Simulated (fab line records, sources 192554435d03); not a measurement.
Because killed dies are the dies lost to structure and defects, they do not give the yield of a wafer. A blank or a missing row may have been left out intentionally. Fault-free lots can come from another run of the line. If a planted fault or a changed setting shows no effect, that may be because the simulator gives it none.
Chamber matching    flow n5 finfet    N5_SDB_ETCH_18 on rie diel-02: 4 sister chambers
The step etches SOC in N2/H2, target depth 100 nm, overetch 20 nm, time 150 s. 22 wafers are shown with their chamber, then 11 later ones without.

## WAFERS PAIRED WITH THEIR CHAMBERS
wafer   chamber  drypump motor current A (A)  showerhead plenum p Torr (Torr)  throttle valve pct (%)
L077.2  1        5.9                          2.63                             18.06
L077.3  3        6.6                          2.54                             17.74
L077.4  0        6.1                          2.44                             17.71
L078.3  2        5.6                          2.54                             18.09
L078.4  0        6.1                          2.44                             17.71
L078.6  2        5.6                          2.54                             18.10
L080.1  3        6.5                          2.54                             17.77
L080.2  1        5.9                          2.63                             18.08
L080.3  2        5.6                          2.53                             18.10
L083.1  2        5.6                          2.53                             18.11
L083.3  3        6.5                          2.53                             17.78
L083.6  0        6.2                          2.43                             17.73
L085.4  2        5.6                          2.53                             18.12
L085.5  3        6.6                          2.53                             17.80
L085.6  0        6.2                          2.43                             17.73
L088.1  2        5.6                          2.53                             18.13
L088.2  0        6.1                          2.43                             17.75
L088.3  3        6.6                          2.53                             17.80
L089.1  1        5.9                          2.62                             17.62
L089.3  2        5.6                          2.52                             18.15
L089.4  3        6.6                          2.53                             17.81
L090.2  2        5.6                          2.52                             18.14

SIGNATURES (averages over the wafers above)
reading                   chamber 0  chamber 1  chamber 2  chamber 3  scatter within a chamber
drypump motor current A   6.140      5.900      5.600      6.567      0.0375
showerhead plenum p Torr  2.4340     2.6267     2.5300     2.5333     0.00632
throttle valve pct        17.7260    17.9200    18.1175    17.7833    0.0891
Rule: a wafer's distance from a chamber is the root of the sum, over the readings, of the square of ((its reading less the chamber's mean) divided by the reading's scatter). The wafer belongs to the nearest chamber; if the next one is less than 2 further off, it can't be placed. The scatter: take each reading less its chamber's mean, square it, sum over the shown wafers, divide by the number of wafers less the number of chambers, and take the root.

## WAFERS WITH NO CHAMBER GIVEN
wafer   drypump motor current A (A)  showerhead plenum p Torr (Torr)  throttle valve pct (%)
L090.3  6.6                          2.53                             17.79
L090.5  5.9                          2.62                             17.61
L091.3  6.2                          2.43                             17.77
L091.4  6.5                          2.53                             17.79
L091.6  6.5                          2.53                             17.81
L094.1  5.6                          2.52                             18.17
L094.2  5.9                          2.62                             17.66
L094.3  6.6                          2.52                             17.83
L096.2  6.1                          2.42                             17.78
L096.3  6.5                          2.52                             17.83
L096.5  5.9                          2.62                             17.66

## CHAMBER TAKEN BY EACH
wafer   from the rows above  in truth
L090.3  3                    3
L090.5  1                    1
L091.3  0                    0
L091.4  3                    3
L091.6  3                    3
L094.1  2                    2
L094.2  1                    1
L094.3  3                    3
L096.2  0                    0
L096.3  3                    3
L096.5  1                    1
Correct placement for 11 of the 11. From these rows, 0 cannot be placed. Wrongly placed: 0.
